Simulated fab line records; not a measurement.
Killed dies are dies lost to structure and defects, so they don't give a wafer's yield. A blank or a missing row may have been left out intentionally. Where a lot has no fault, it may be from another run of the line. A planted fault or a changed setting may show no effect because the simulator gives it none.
What tool caused it? | flow n5Finfet | 12 lots, 36 wafers sampled, at 1 step of a route of 1938

## WHAT THE GAUGES READ, wafer by wafer
N5_BEOL_M5_OVL_MEAS_29.
lot  | measured     | on         | V4_OVL (nm)
L075 | day 8 10:16  | overlay-02 | -1.8 0.0 -0.8
L077 | day 9 09:36  | overlay-01 | 0.7 1.0 0.0
L079 | day 9 18:46  | overlay-02 | -1.0 -0.3 0.2
L081 | day 10 00:32 | overlay-01 | -0.3 -0.9 -1.0
L082 | day 10 11:17 | overlay-01 | -0.3 0.8 -0.3
L085 | day 10 20:22 | overlay-01 | -1.6 -1.1 -1.4
L087 | day 11 15:38 | overlay-01 | -0.8 0.2 0.5
L089 | day 11 21:16 | overlay-02 | -0.4 -1.0 0.5
L090 | day 12 06:11 | overlay-01 | 0.6 0.5 0.7
L093 | day 13 05:35 | overlay-02 | -1.8 -2.7 -1.5
L094 | day 14 01:41 | overlay-02 | 0.1 -0.3 0.5
L097 | day 14 08:56 | overlay-01 | 0.0 -0.2 -0.4

## EACH LOT AND THE TOOL THAT RAN IT (in order: tool; ch and the chambers of the sampled wafers; start)
The record holds no process step before these readings.

## THE ANSWER, worked out from the rows above alone
Rule: usual is defined by the lots themselves. Put in order of their means at a reading, lots are off if they are a third of the lots or fewer, leave a main group of 4 or more, and stand apart from it by a gap of 3 or more times the standard deviation of the main group's means; of several such gaps the widest counts. If all means in a main group match to the digits the tables above print for the reading, that group is not used. Also off: a lot with no number at a reading for which 4 or more lots have one. Where the step has rows for the other lots, those lots are counted as sound.
No lot is off on any of the readings shown, so nothing can be concluded from this.

## WHAT WAS PUT IN BY THE SIMULATOR
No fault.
